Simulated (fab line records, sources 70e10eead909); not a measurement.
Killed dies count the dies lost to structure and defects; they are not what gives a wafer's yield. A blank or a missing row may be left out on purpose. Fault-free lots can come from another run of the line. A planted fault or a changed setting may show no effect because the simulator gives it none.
The tool behind it: which one? || flow nand harc || 36 wafers from 12 lots sampled at 2 of the route's 1302 steps

== WHAT THE GAUGES READ, wafer by wafer ==
NHARC_A_ONON_D2_THK_MEAS_08: measures by ellipsometry.
{"lot": "L074", "measured": "day 12 18:25", "on": "film metro-01", "thk nm (nm)": "1007 1005 1008"}
{"lot": "L076", "measured": "day 13 07:19", "on": "film metro-02", "thk nm (nm)": "982 983 980"}
{"lot": "L079", "measured": "day 14 21:02", "on": "film metro-02", "thk nm (nm)": "980 983 982"}
{"lot": "L082", "measured": "day 15 11:14", "on": "film metro-01", "thk nm (nm)": "1002 1001 1001"}
{"lot": "L084", "measured": "day 16 08:39", "on": "film metro-01", "thk nm (nm)": "996 996 996"}
{"lot": "L083", "measured": "day 16 09:00", "on": "film metro-02", "thk nm (nm)": "986 986 986"}
{"lot": "L088", "measured": "day 18 08:02", "on": "film metro-02", "thk nm (nm)": "999 1000 1003"}
{"lot": "L089", "measured": "day 18 23:26", "on": "film metro-02", "thk nm (nm)": "1000 1001 1000"}
{"lot": "L092", "measured": "day 19 21:26", "on": "film metro-01", "thk nm (nm)": "1008 1009 1006"}
{"lot": "L093", "measured": "day 20 03:13", "on": "film metro-02", "thk nm (nm)": "999 998 997"}
{"lot": "L095", "measured": "day 21 07:29", "on": "film metro-02", "thk nm (nm)": "1010 1012 1012"}
{"lot": "L097", "measured": "day 22 11:29", "on": "film metro-01", "thk nm (nm)": "1015 1015 1015"}

== TOOL THAT RAN EACH LOT (tool first, then ch and the chambers of the sampled wafers, then the start) ==
{"lot": "L074", "NHARC_A_DECK1_JOINT_DEP_16": "pecvd-03 ch 0,1,2, day 12 16:22"}
{"lot": "L076", "NHARC_A_DECK1_JOINT_DEP_16": "pecvd-04 ch 0,1, day 13 05:18"}
{"lot": "L079", "NHARC_A_DECK1_JOINT_DEP_16": "pecvd-04 ch 0,1, day 14 19:01"}
{"lot": "L082", "NHARC_A_DECK1_JOINT_DEP_16": "pecvd-04 ch 1,2, day 15 09:07"}
{"lot": "L084", "NHARC_A_DECK1_JOINT_DEP_16": "pecvd-02 ch 0,1,2, day 16 06:38"}
{"lot": "L083", "NHARC_A_DECK1_JOINT_DEP_16": "pecvd-02 ch 0,1,2, day 16 06:50"}
{"lot": "L088", "NHARC_A_DECK1_JOINT_DEP_16": "pecvd-04 ch 0,1, day 18 05:58"}
{"lot": "L089", "NHARC_A_DECK1_JOINT_DEP_16": "pecvd-02 ch 0,1, day 18 21:28"}
{"lot": "L092", "NHARC_A_DECK1_JOINT_DEP_16": "pecvd-03 ch 0,1,2, day 19 19:26"}
{"lot": "L093", "NHARC_A_DECK1_JOINT_DEP_16": "pecvd-03 ch 0,1, day 20 01:11"}
{"lot": "L095", "NHARC_A_DECK1_JOINT_DEP_16": "pecvd-04 ch 0,2, day 21 05:29"}
{"lot": "L097", "NHARC_A_DECK1_JOINT_DEP_16": "pecvd-02 ch 0,1,2, day 22 09:28"}
- NHARC_A_DECK1_JOINT_DEP_16: deposits SiO2, target thk 45 nm.

== THE ANSWER, worked out from the rows above alone ==
Rule: usual is defined by the lots themselves. Put in order of their means at a reading, lots are off if they are a third of the lots or fewer, leave a main group of 4 or more, and stand apart from it by a gap of 3 or more times the standard deviation of the main group's means; of several such gaps the widest counts. If all means in a main group match to the digits the tables above print for the reading, that group is not used. Also off: a lot with no number at a reading for which 4 or more lots have one. The other lots that the step has rows for count as sound.
Nothing can be told from this: no lot is off at any reading shown.

== WHAT THE SIMULATOR HAD INSERTED ==
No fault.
